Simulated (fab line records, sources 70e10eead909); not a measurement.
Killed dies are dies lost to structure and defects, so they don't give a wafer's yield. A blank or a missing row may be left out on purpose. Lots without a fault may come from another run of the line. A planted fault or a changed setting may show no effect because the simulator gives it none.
fab line records | flow nand_harc
record lots=5 wafers=15 last_day=24
route steps=1159 shown A_BLC@990 A_M0@994 END@1159
lots that met no fault: from a run of the same line without faults
start_h: hours from the record's first day to the start of the lot's first wafer shown | wait_h: hours since the lot's step before | " the same as in the row above | L1.1+2: a row that stands for several wafers | - no value, or no start given | * or withheld: withheld | < > ~ a bound
route shown NAME@n: a module of which the file shows steps, and the number in the route of the first | usual: mean/standard deviation of fault-free wafers | same: alike in all rows | chamber/n: place in a boat | sites: the reading at each site | _std_site: their standard deviation | _edge_site: outer sites' mean less inner sites' | radius_mm: how far each site lies from the wafer's centre | mask NAME#n: copy n | behind: the tool/chamber that last shaped the wafer | hold: why the lot was held/for how many hours/how that ended | device: the transistor (n, p or np) that didn't switch | end of line: the same wafers' tests at the end of the route | a step without rows: its recipe alone | killed: dies lost to structure and defects at the first sort, not the wafer's yield | map: a wafer's dies, x killed, . not, _ none there
set.NAME: the setting as run; set.NAME@STEP: as run at that earlier step | model.NAME: the simulator's own value behind a step, which no gauge read
lots at some steps of the route; a table a step, a row a wafer
services: from which hour (start_h, from the record's first day; less than 0 if before it) a tool's chamber was out of use, for how many hours, and why
## steps
# step NHARC_A_BLC_CMP_25
# recipe t_overpolish_s=30 target_thk_nm=150
# usual motor_current_A=12.1/1.1 overpolish_run_s=30.000/0.0096 time_to_endpoint_s=30.5/3
# columns lot.wafer tool chamber start_h wait_h motor_current_A overpolish_run_s time_to_endpoint_s
L457.2 cmp-02 3 437.31 0.4 12.0 29.995 28.6
L457.3 " 0 " " 12.2 30.005 29.0
L457.4 " 1 " " 11.0 30.012 33.8
L456.3 cmp-01 2 456.61 0.2 11.7 30.001 29.6
L456.4 " 1 " " 11.3 29.986 36.8
L456.5 " 2 " " 11.8 29.992 27.8
L468.2 cmp-02 1 497.70 0.5 10.8 30.001 30.7
L468.3 " 2 " " 13.8 29.976 33.3
L468.6 " 2 " " 15.2 30.002 32.2
L471.3 cmp-02 3 505.55 0.4 11.4 29.992 29.1
L471.4 " 0 " " 11.2 30.007 26.5
L471.6 " 1 " " 11.6 29.995 30.3
L473.4 cmp-04 1 520.97 0.4 12.4 30.012 30.2
L473.6 " 1 " " 12.0 29.995 29.0
L473.5 " 2 " " 14.5 30.002 30.6
# step NHARC_A_BLC_SRD_27
# step NHARC_A_BLC_INSPECT_28
# usual raw_defect_count=403/110
# columns lot.wafer tool chamber start_h wait_h raw_defect_count
L457.2 defect_inspect-02 - 437.71 0.1 480
L457.3 " - " " 285
L457.4 " - " " 297
L456.3 defect_inspect-02 - 457.02 0.1 342
L456.4 " - " " 394
L456.5 " - " " 443
L468.2 defect_inspect-02 - 498.13 0.1 348
L468.3 " - " " 248
L468.6 " - " " 306
L471.3 defect_inspect-02 - 505.90 0.1 798
L471.4 " - " " 375
L471.6 " - " " 430
L473.4 defect_inspect-02 - 521.39 0.1 469
L473.5 " - " " 712
L473.6 " - " " 431
# step NHARC_A_M0_DEP_00
# recipe target_thk_a=1500 target_thk_nm=150 temp_c=withheld pressure_torr=5 flow_sccm=200 rf_w=600 material=SiOC
# step NHARC_A_M0_DEHYDRATE_01
# recipe temp_c=150 time_s=120
# step NHARC_A_M0_HMDS_02
# recipe time_s=30
# step NHARC_A_M0_COAT_33
# recipe temp_c=200 time_s=65
# step NHARC_A_M0_COAT_03
# recipe spin_rpm=1500 resist_thk_nm=90
# step NHARC_A_M0_SOFTBAKE_04
# recipe temp_c=105 time_s=55
# step NHARC_A_M0_EBR_05
# step NHARC_A_M0_EXPOSE_06
# recipe na=1.35 target_cd_nm=80 dose_mj=83.25 mask_id=A_M0
# step NHARC_A_M0_PEB_07
# recipe peb_temp_c=100 peb_time_s=65
# columns lot.wafer tool chamber start_h wait_h
L457.2+3+4 litho_track-04 0 438.41 0.1
L456.3+4+5 litho_track-04 0 457.84 0.0
L468.2+3+6 litho_track-01 0 498.82 0.1
L471.3+4+6 litho_track-01 0 506.72 0.0
L473.4+5+6 litho_track-06 0 522.09 0.0
# step NHARC_A_M0_DEVELOP_08
# recipe develop_time_s=35 dev_temp_c=23
# step NHARC_A_M0_CD_MEAS_09
# recipe target_cd_nm=80 landing_energy_ev=500
# usual cd_nm=80.1/0.58
# columns lot.wafer tool chamber start_h wait_h cd_nm
L457.2 cd_sem-02 0 438.49 - 80.7
L457.3 " 0 " " 80.3
L457.4 " 0 " " 80.2
L456.3 cd_sem-01 0 457.92 - 80.4
L456.4 " 0 " " 81.0
L456.5 " 0 " " 82.6
L468.2 cd_sem-01 0 498.90 - 80.2
L468.3 " 0 " " 80.4
L468.6 " 0 " " 80.3
L471.3 cd_sem-02 0 506.81 - 79.0
L471.4 " 0 " " 79.5
L471.6 " 0 " " 80.0
L473.4 cd_sem-02 0 522.18 - 80.1
L473.5 " 0 " " 80.4
L473.6 " 0 " " 80.4
# step NHARC_A_M0_OVL_MEAS_10
# recipe pitch_nm=160
# usual overlay_x_nm=-0.1/0.91 overlay_y_nm=-0.1/0.75
# columns lot.wafer tool chamber start_h wait_h overlay_x_nm overlay_y_nm
L457.2 overlay-02 - 438.58 - 0.2 -0.3
L457.3 " - " " -0.2 0.0
L457.4 " - " " 0.3 0.1
L456.3 overlay-02 - 458.01 - 0.4 0.1
L456.4 " - " " 0.7 -0.5
L456.5 " - " " 0.6 -0.1
L468.2 overlay-01 - 498.99 - 0.7 -0.9
L468.3 " - " " 0.4 -0.3
L468.6 " - " " 0.0 -0.5
L471.3 overlay-02 - 506.89 - -0.8 1.8
L471.4 " - " " -1.0 1.3
L471.6 " - " " -1.2 0.8
L473.4 overlay-02 - 522.26 - -1.1 0.0
L473.5 " - " " -1.4 0.2
L473.6 " - " " -0.9 0.6
# step NHARC_A_M0_INSPECT_11
# usual raw_defect_count=29/15
# columns lot.wafer tool chamber start_h wait_h raw_defect_count
L457.2 defect_inspect-01 - 438.62 0.0 46
L457.3 " - " " 49
L457.4 " - " " 39
L456.3 defect_inspect-01 - 458.04 0.0 43
L456.4 " - " " 46
L456.5 " - " " 51
L468.2 defect_inspect-01 - 499.03 0.0 31
L468.3 " - " " 26
L468.6 " - " " 21
L471.3 defect_inspect-01 - 506.93 0.0 19
L471.4 " - " " 15
L471.6 " - " " 18
L473.4 defect_inspect-01 - 522.29 0.0 25
L473.5 " - " " 21
L473.6 " - " " 26
# step NHARC_A_M0_DESCUM_14
# recipe time_s=3 o2_flow_sccm=200 ar_flow_sccm=0 bias_power_w=0 chemistry=O2
# usual chamber_pressure_mTorr=60.00/0.051 drypump_motor_current_A=5.9/0.44 o2_flow_sccm=200.0/0.64 oes_product_au=0.999/0.0093 rf_vpp_V=57.8/0.93 showerhead_plenum_p_Torr=1.94/0.079 throttle_valve_pct=11.312/0.0095
# columns lot.wafer tool chamber start_h wait_h chamber_pressure_mTorr drypump_motor_current_A o2_flow_sccm oes_product_au rf_hours_counter_h rf_vpp_V showerhead_plenum_p_Torr throttle_valve_pct model.A_M0.cd_nm
L457.3 rie_diel-05 0 438.69 0.1 59.90 5.5 201.1 0.990 5.9 58.7 1.94 11.311 80.06
L457.4 " 1 " " 60.06 5.5 200.0 0.996 6.3 58.4 2.00 11.311 80.01
L457.2 " 2 " " 59.99 5.2 199.6 1.005 6.9 58.7 2.01 11.324 80.54
L456.3 rie_diel-06 2 458.11 0.1 59.93 5.7 199.9 0.991 2.3 56.9 1.87 11.297 80.3
L456.4 " 0 " " 60.10 6.5 198.8 0.980 2.4 56.6 1.95 11.332 81.35
L456.5 " 2 " " 60.05 5.7 201.0 0.998 - 56.3 1.87 11.302 82.76
L468.2 rie_diel-05 1 499.09 0.1 60.10 5.4 200.1 0.996 9.4 59.2 1.99 11.310 80.52
L468.3 " 0 " " 60.03 5.5 200.8 0.986 8.9 57.7 1.94 11.308 80.25
L468.6 " 2 " " 60.08 5.2 200.6 0.999 - 58.8 2.01 11.313 80.57
L471.4 rie_diel-06 0 506.99 0.1 60.04 6.5 199.0 0.984 6.0 56.3 1.95 11.312 79.4
L471.3 " 2 " " 60.01 5.8 199.5 0.993 6.6 57.4 1.87 11.317 79.15
L471.6 " 0 " " 60.03 6.5 200.5 0.992 - 58.0 1.95 11.315 79.95
L473.4 rie_diel-07 0 522.38 0.1 60.01 6.2 200.1 1.001 7.5 57.9 1.99 11.295 79.3
L473.5 " 1 " " 59.96 5.5 199.8 1.002 - 57.2 2.04 11.296 80.07
L473.6 " 2 " " 60.05 6.4 200.7 0.996 - 57.8 1.78 11.315 80.26
# step NHARC_A_M0_ETCH_34
# recipe target_depth_a=400 overetch_a=120 time_s=43.94 ion_energy_ev=200 n2_flow_sccm=150 h2_flow_sccm=150 ar_flow_sccm=0 rf_w=400 bias_w=150 chemistry=N2/H2
# usual chamber_pressure_mTorr=30.001/0.027 drypump_motor_current_A=5.9/0.44 n2_flow_sccm=150.0/0.49 oes_product_au=1.000/0.01 rf_vpp_V=431.4/2.5 showerhead_plenum_p_Torr=2.07/0.086 throttle_valve_pct=14.171/0.0098
# columns lot.wafer tool chamber start_h wait_h chamber_pressure_mTorr drypump_motor_current_A n2_flow_sccm oes_product_au rf_hours_counter_h rf_vpp_V showerhead_plenum_p_Torr throttle_valve_pct
L457.2 rie_diel-05 2 438.76 0.1 30.019 5.2 150.8 1.018 6.9 433.3 2.14 14.162
L457.4 " 0 " " 29.984 5.5 151.0 0.981 5.9 431.1 2.07 14.169
L457.3 " 1 " " 30.040 5.5 150.3 0.995 6.3 433.5 2.13 14.186
L456.3 rie_diel-06 1 458.19 0.1 29.965 5.9 150.3 1.009 2.2 426.8 1.91 14.164
L456.4 " 2 " " 30.023 5.7 150.6 0.991 2.3 429.3 1.99 14.173
L456.5 " 0 " " 30.026 6.5 150.4 0.986 - 433.1 2.08 14.192
L468.3 rie_diel-05 1 499.17 0.1 29.977 5.5 150.1 0.990 9.4 431.0 2.13 14.156
L468.2 " 2 " " 30.002 5.2 150.8 1.003 9.8 433.1 2.14 14.160
L468.6 " 2 " " 30.006 5.2 150.5 1.016 - 433.5 2.14 14.160
L471.4 rie_diel-06 3 507.07 0.1 30.058 5.7 150.2 1.004 7.1 434.1 2.15 14.173
L471.3 " 2 " " 29.993 5.7 149.9 0.993 6.6 428.5 1.99 14.192
L471.6 " 0 " " 29.960 6.5 149.7 0.985 - 431.2 2.08 14.166
L473.4 rie_diel-07 1 522.45 0.1 29.959 5.5 150.6 1.003 7.5 433.1 2.17 14.162
L473.5 " 3 " " 29.993 6.5 150.0 1.004 - 431.9 2.05 14.171
L473.6 " 0 " " 29.990 6.2 150.2 0.994 - 433.2 2.12 14.177
# step NHARC_A_M0_ETCH_15
# recipe target_depth_a=1500 overetch_a=150 time_s=82.5 c4f8_flow_sccm=withheld ar_flow_sccm=400 rf_w=600 bias_w=300 chemistry=C4F8/Ar
# usual chamber_pressure_mTorr=24.999/0.022 oes_product_au=0.954/0.021 rf_vpp_V=441.7/2.4
# columns lot.wafer tool chamber start_h wait_h chamber_pressure_mTorr oes_product_au rf_hours_counter_h rf_vpp_V model.A_M0.cd_nm
L457.2 rie_diel-05 3 - - 24.983 0.973 6.6 441.6 80.6
L457.3 " 1 " " 25.040 0.970 6.3 443.6 80.31
L457.4 " 2 " " 25.000 0.980 6.9 443.1 79.88
L456.4 rie_diel-06 1 - - 24.984 0.944 2.3 438.7 80.89
L456.3 " 3 " " 24.967 0.964 2.6 443.1 80.36
L456.5 " 1 " " 24.982 0.955 - 436.1 82.41
L468.2 rie_diel-05 1 - - 24.984 0.941 9.5 441.9 80.51
L468.3 " 2 " " 24.970 0.940 9.8 444.8 80.42
L468.6 " 1 " " 24.995 0.939 - 442.7 80.53
L471.4 rie_diel-06 0 - - 24.998 0.954 6.0 441.7 79.82
L471.3 " 1 " " 25.004 0.979 5.5 438.2 78.86
L471.6 " 0 " " 25.037 0.953 - 443.1 79.34
L473.4 rie_diel-07 3 - - 25.034 0.981 8.2 441.2 79.73
L473.6 " 1 " " 24.991 0.961 - 445.2 80.65
L473.5 " 2 " " 25.008 0.959 - 435.7 79.52
# step NHARC_A_M0_CD_MEAS_16
# usual cd_nm=80.1/0.81
# columns lot.wafer tool chamber start_h wait_h cd_nm
L457.2 cd_sem-03 - 438.99 - 80.5
L457.3 " - " " 80.6
L457.4 " - " " 80.1
L456.3 cd_sem-01 - 458.44 - 80.4
L456.4 " - " " 80.8
L456.5 " - " " 82.4
L468.2 cd_sem-01 - 499.39 - 80.9
L468.3 " - " " 80.4
L468.6 " - " " 80.5
L471.3 cd_sem-03 - 507.30 - 79.0
L471.4 " - " " 79.7
L471.6 " - " " 79.7
L473.4 cd_sem-02 - 522.66 - 79.7
L473.5 " - " " 79.5
L473.6 " - " " 80.3
# step NHARC_END_SORT_01
# recipe temp_c=25
# usual defect_limited_yield=95.6/1.6 killed_at_array=26/10 killed_at_other=0.8/1.1 killed_at_periphery=3.3/2.6 killed_dies=30/11 killed_open=3.4/1.8 killed_short=2.0/1.3 sort_bin_2_pct=1.4/0.6 sort_bin_3_pct=0.22/0.19 sort_bin_4_pct=2.8/1.1 sort_n_pass=647/11 sort_rim_yield_pct=95.8/3 sort_yield_pct=95.6/1.6
# same gross_dies=677 sort_bin_5_pct[%]=0 sort_bin_6_pct[%]=0 sort_bin_7_pct[%]=0 sort_bin_8_pct[%]=0 sort_rim_n_gross=106.00
# columns lot.wafer tool chamber start_h wait_h defect_limited_yield[%] killed_at_array killed_at_other killed_at_periphery killed_dies killed_open killed_short sort_bin_2_pct[%] sort_bin_3_pct[%] sort_bin_4_pct[%] sort_n_pass sort_rim_yield_pct[%] sort_yield_pct[%]
L468.2 prober-01 0 541.34 2.8 95.4 27 2 2 31 3 1 1.5 0.44 2.7 646 91.5 95.4
L468.3 prober-01 0 542.13 3.1 97.8 12 2 1 15 2 2 0.9 0.30 1.0 662 93.4 97.8
L468.6 prober-01 0 544.51 4.0 95.9 16 5 7 28 7 2 1.6 0.30 2.2 649 90.6 95.9
L471.3 prober-02 0 549.95 3.1 96.8 18 0 4 22 1 3 1.0 0 2.2 655 97.2 96.8
L471.4 prober-02 0 550.74 3.4 96.9 15 0 6 21 1 2 1.3 0.15 1.6 656 100.0 96.9
L471.6 prober-02 0 552.31 3.9 96.6 19 0 4 23 5 3 1.5 0.30 1.6 654 100.0 96.6
L473.4 prober-01 0 566.32 3.4 94.1 25 1 14 40 3 4 2.2 0.44 3.2 637 96.2 94.1
L473.5 prober-01 0 567.12 3.7 95.6 20 2 8 30 4 2 0.9 0.30 3.2 647 95.3 95.6
L473.6 prober-01 0 567.92 4.0 94.8 24 0 11 35 6 3 1.3 0.15 3.7 642 95.3 94.8
# killed by level:class
L468.2 A_CHANNEL_HOLE_D1:chamber_film_flake=16 A_CONTACT:chamber_film_flake=4 A_M1:chamber_film_flake=3 A_CHANNEL_FILL_D1:geometric_particle:open=2 THIN_TSV:chamber_film_flake=2 P_CONTACT:geometric_particle:short=1 A_CONTACT:geometric_particle:open=1 P_STI:chamber_film_flake=1
L468.3 A_CHANNEL_HOLE_D1:chamber_film_flake=6 THIN_TSV:chamber_film_flake=2 A_CHANNEL_FILL_D1:geometric_particle:short=1 A_WL_FILL:geometric_particle:short=1 A_CONTACT:geometric_particle:open=1 A_M0:geometric_particle:open=1 P_STI:chamber_film_flake=1 A_WL_FILL:chamber_film_flake=1
L468.6 A_CHANNEL_HOLE_D1:chamber_film_flake=5 A_M1:chamber_film_flake=5 THIN_TSV:chamber_film_flake=4 A_CONTACT:chamber_film_flake=2 P_STI:geometric_particle:open=1 P_M0:geometric_particle:open=1 P_M1:geometric_particle:open=1 P_M2:geometric_particle:open=1
L471.3 A_CHANNEL_HOLE_D1:chamber_film_flake=8 A_CONTACT:chamber_film_flake=6 P_STI:chamber_film_flake=2 P_STI:geometric_particle:short=1 P_M1:geometric_particle:open=1 A_ONON_D1:geometric_particle:short=1 A_WL_FILL:geometric_particle:short=1 A_ZERO_WELL:chamber_film_flake=1
L471.4 A_CHANNEL_HOLE_D1:chamber_film_flake=5 P_STI:chamber_film_flake=4 A_CHANNEL_FILL_D1:chamber_film_flake=2 A_CONTACT:chamber_film_flake=2 A_ONON_D1:geometric_particle:short=1 A_STAIRCASE:geometric_particle:short=1 A_CONTACT:geometric_particle:open=1 P_GATE:chamber_film_flake=1
L471.6 A_CHANNEL_HOLE_D1:chamber_film_flake=7 A_CHANNEL_FILL_D1:geometric_particle:open=2 P_M0:chamber_film_flake=2 A_BONDPAD:chamber_film_flake=2 P_M0:geometric_particle:open=1 A_ONON_D1:geometric_particle:short=1 A_SGD_CUT:geometric_particle:short=1 A_WL_FILL:geometric_particle:short=1
L473.4 A_CHANNEL_HOLE_D1:chamber_film_flake=11 P_BONDPAD:chamber_film_flake=7 P_M0:chamber_film_flake=4 A_WL_FILL:chamber_film_flake=3 A_CONTACT:chamber_film_flake=3 A_SGD_CUT:chamber_film_flake=2 A_SLIT:chamber_film_flake=2 P_GATE:geometric_particle:open=1
L473.5 A_CHANNEL_HOLE_D1:chamber_film_flake=11 P_BONDPAD:chamber_film_flake=3 P_M0:chamber_film_flake=3 A_WL_FILL:chamber_film_flake=3 A_CONTACT:geometric_particle:open=2 STARTING-WAFER:geometric_particle:short=2 A_STAIRCASE:chamber_film_flake=2 P_CONTACT:geometric_particle:open=1
L473.6 A_CHANNEL_HOLE_D1:chamber_film_flake=7 A_SGD_CUT:chamber_film_flake=5 A_WL_FILL:chamber_film_flake=3 P_CONTACT:geometric_particle:open=2 A_SGD_CUT:geometric_particle:open=2 A_M0:geometric_particle:short=2 P_GATE:chamber_film_flake=2 P_M0:chamber_film_flake=2
## services
# columns tool chamber start_h hours kind
rie_diel-06 - 418.22 9.0 pm
rie_diel-06 0 418.22 9.0 vent_cycle
rie_diel-06 1 418.22 9.0 vent_cycle
rie_diel-06 2 418.22 9.0 vent_cycle
rie_diel-06 3 418.22 9.0 vent_cycle
cmp-02 - 422.63 4.0 pm
rie_diel-05 0 423.17 - clean
rie_diel-05 1 423.17 - clean
rie_diel-05 2 423.17 - clean
rie_diel-05 3 423.17 - clean
rie_diel-06 0 427.22 - clean
rie_diel-06 1 427.22 - clean
cmp-04 - 431.47 1.5 repair
litho_track-01 - 443.00 7.0 pm
cmp-02 - 464.07 1.8 repair
litho_track-06 - 467.00 7.0 pm
cmp-01 - 473.74 4.0 pm
cmp-02 - 477.84 1.7 repair
rie_diel-06 - 487.97 0.8 repair
litho_track-04 - 491.00 7.0 pm
cmp-04 - 497.17 4.0 pm
cmp-02 - 511.81 2.4 repair
rie_diel-05 - 517.65 9.0 pm
cmp-02 - 520.63 4.0 pm
## key
first_sign step=NHARC_A_M0_CD_MEAS_09 reading=cd_nm direction=up sigmas=4.3 usual=80.1 struck=82.6
effect none on later readings
model_effect step=NHARC_A_M0_DESCUM_14 value=A_M0.cd_nm without=80.74 struck=82.76
model_effect step=NHARC_A_M0_ETCH_15 value=A_M0.cd_nm without=80.4 struck=82.41
met_at NHARC_A_M0_PEB_07
struck_wafers L456.5
onset_between 438.41 457.84
fault kind=process_parameter_drift tool=litho_track-04 chamber=- onset_h=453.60 steps=NHARC_A_M0_PEB_07 channel=peb_time_s offset=* shape=step end_h=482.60 scope=struck_wafers_only acts_in=* stated=*
